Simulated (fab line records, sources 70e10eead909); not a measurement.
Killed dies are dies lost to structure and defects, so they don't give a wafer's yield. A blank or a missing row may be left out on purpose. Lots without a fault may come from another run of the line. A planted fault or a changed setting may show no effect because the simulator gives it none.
Chamber matching | flow nand_harc | NHARC_P_GATE_STRIP_101 on rie_diel-04: 4 sister chambers
The step strips in O2, time 20 s. 8 wafers are shown with their chamber, then 10 later ones without.

WAFERS WITH THEIR CHAMBER
wafer  | chamber | drypump_motor_current_A (A) | showerhead_plenum_p_Torr (Torr)
L079.4 | 2       | 6.2                         | 3.58
L078.3 | 2       | 6.2                         | 3.58
L089.6 | 1       | 5.6                         | 3.65
L093.4 | 3       | 5.8                         | 3.52
L093.5 | 0       | 5.6                         | 3.59
L093.6 | 1       | 5.7                         | 3.64
L092.1 | 0       | 5.6                         | 3.59
L092.2 | 3       | 5.8                         | 3.52

WAFERS WITHOUT THEIR CHAMBER
wafer  | drypump_motor_current_A (A) | showerhead_plenum_p_Torr (Torr)
L092.3 | 6.2                         | 3.56
L092.4 | 5.7                         | 3.64
L092.5 | 5.8                         | 3.52
L092.6 | 5.6                         | 3.59
L095.1 | 5.7                         | 3.64
L095.2 | 5.6                         | 3.58
L095.4 | 5.8                         | 3.51
L094.3 | 6.2                         | 3.56
L094.4 | 5.6                         | 3.58
L094.5 | 5.5                         | 3.58

WHICH CHAMBER EACH WENT THROUGH
wafer  | from the rows above | in truth
L092.3 | 2                   | 2
L092.4 | 1                   | 1
L092.5 | 3                   | 3
L092.6 | 0                   | 0
L095.1 | 1                   | 1
L095.2 | 0                   | 0
L095.4 | 3                   | 3
L094.3 | 2                   | 2
L094.4 | 0                   | 0
L094.5 | 0                   | 0
Placed correctly: 10 of 10. Can't be placed from these rows: 0. Placed wrongly: 0.
How it was worked out, from the rows above alone: a wafer's distance from a chamber is the root of the sum, over the readings, of the square of ((its reading less the chamber's mean) divided by the reading's scatter). The wafer belongs to the nearest chamber; if the next one is less than 2 further off, it can't be placed. A chamber's mean is the mean of its shown wafers. The scatter: the root of (the sum of the squares of (reading less its chamber's mean) over the shown wafers, divided by (wafers less chambers)).
